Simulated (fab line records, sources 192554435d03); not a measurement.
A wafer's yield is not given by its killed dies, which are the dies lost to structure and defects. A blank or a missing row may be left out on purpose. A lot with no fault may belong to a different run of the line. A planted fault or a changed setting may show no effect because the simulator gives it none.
Split-lot experiment    flow n5_finfet    21 wafers read from 7 lots, route of 1938 steps

== THE SPLIT ITSELF ==
At N5_SD_EPI_N_EPI_21 (deposits Si:P, time 690 s), the setting epi_growth_time_s was moved away from the recipe's 690 s on 5 of the 21 wafers read, by -7.0% to +9.6%. The other wafers ran this setting at the recipe's value.

Split to reading: the file shows no intervening step.

== THE READING ==
Si-P_of_SD_EPI_N_EPI_21.thk_nm (the simulator's own value, which no gauge read), in nm, at N5_SD_EPI_N_PRECLEAN_24 (cleans in O3/DIW, time 60 s). No usual value for it is given in the file. The 16 wafers here that ran the recipe average 58.6 nm, standard deviation 0.42 nm.

wafer   tool, chamber at the split  epi_growth_time_s as run, s  against the recipe  Si-P_of_SD_EPI_N_EPI_21.thk_nm, nm  against lot-mates on the recipe
L078.2  epi_rpcvd-01, 0             690                          recipe              57.8                                -
L078.4  epi_rpcvd-01, 0             690                          recipe              59                                  -
L078.5  epi_rpcvd-01, 0             690                          recipe              58.6                                -
L082.3  epi_rpcvd-02, 0             756.2                        +9.6%               62.2                                +3.4
L082.4  epi_rpcvd-02, 0             690                          recipe              58.8                                -
L082.5  epi_rpcvd-02, 0             756.2                        +9.6%               62.4                                +3.6
L087.2  epi_rpcvd-04, 0             643.2                        -6.8%               55.8                                -2.4
L087.3  epi_rpcvd-04, 0             690                          recipe              57.8                                -
L087.6  epi_rpcvd-04, 0             690                          recipe              58.6                                -
L088.1  epi_rpcvd-02, 0             690                          recipe              59                                  -
L088.2  epi_rpcvd-02, 0             690                          recipe              58.6                                -
L088.3  epi_rpcvd-02, 0             710.7                        +3.0%               60.6                                +1.8
L089.2  epi_rpcvd-04, 0             690                          recipe              58.6                                -
L089.3  epi_rpcvd-04, 0             690                          recipe              59                                  -
L089.5  epi_rpcvd-04, 0             690                          recipe              58                                  -
L092.1  epi_rpcvd-04, 0             690                          recipe              58.6                                -
L092.2  epi_rpcvd-04, 0             690                          recipe              58.2                                -
L092.5  epi_rpcvd-04, 0             690                          recipe              58.8                                -
L095.1  epi_rpcvd-04, 0             690                          recipe              59                                  -
L095.4  epi_rpcvd-04, 0             690                          recipe              59.2                                -
L095.6  epi_rpcvd-04, 0             641.6                        -7.0%               56.4                                -2.7

THE FIT
A straight line over all 21 wafers: Si-P_of_SD_EPI_N_EPI_21.thk_nm changes by +0.385 nm for each +1% of epi_growth_time_s; r = +0.96; the points scatter about the line by 0.45 nm.
The same after taking each lot's own level away (the mean of its wafers on the recipe; 21 wafers): +0.373 nm for each +1%; r = +0.97; scatter 0.35 nm.
Per that fit: largest epi_growth_time_s move, reading shift of 3.6 nm.
The span of the lots' own levels, 58.20 to 59.10 nm, comes to 2.1 times the standard deviation stated above.
Consequently the slope shifts little with the lot-to-lot level, the two slopes agreeing.
Check: with one of the wafers moved furthest among these (+9.6%) left out of the fit, the line predicts +3.71 nm for it against its lot-mates. It came out at +3.4 nm against them.

== THESE WAFERS: OTHER SPLITS ==
Before the reading, these wafers also passed through other splits. Each is held against what the fit with the lots' levels taken away leaves over:
other split on the same wafers         wafers away from the commonest value  r with Si-P_of_SD_EPI_N_EPI_21.thk_nm (lot level and that fit taken away)
N5_WELL_APT_COAT_02 spin_rpm           4                                     +0.07
N5_WELL_APT_PEB_06 peb_time_s          10                                    -0.36
N5_WELL_APT_DEVELOP_07 develop_time_s  7                                     -0.26
N5_FIN_SAQP_SPACER1_ALD_24 ald_cycles  6                                     +0.05
N5_FIN_CUT_EXPOSE_05 dose_mj           5                                     -0.15
N5_DUMMY_GATE_ETCH_31 target_depth_a   5                                     -0.17
N5_DUMMY_GATE_ETCH_32 time_s           8                                     +0.13

== THE WHOLE CHAIN: every reading that the file lists as answering this split, in the file's order ==
step                     what it does                 reading                                                                          change (the file's fit)                r (the file's)
N5_SD_EPI_N_EPI_21       deposits Si:P, time 690 s    Si-P_of_SD_EPI_N_EPI_21.thk_nm (the simulator's own value, which no gauge read)  +0.385 nm for each +1% of the setting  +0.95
N5_SD_EPI_N_PRECLEAN_24  cleans in O3/DIW, time 60 s  Si-P_of_SD_EPI_N_EPI_21.thk_nm (the simulator's own value, which no gauge read)  +0.378 nm for each +1% of the setting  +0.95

== THE FILE'S OWN FIT ==
Si-P_of_SD_EPI_N_EPI_21.thk_nm changes by +0.378 nm for each +1% of epi_growth_time_s, r = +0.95.
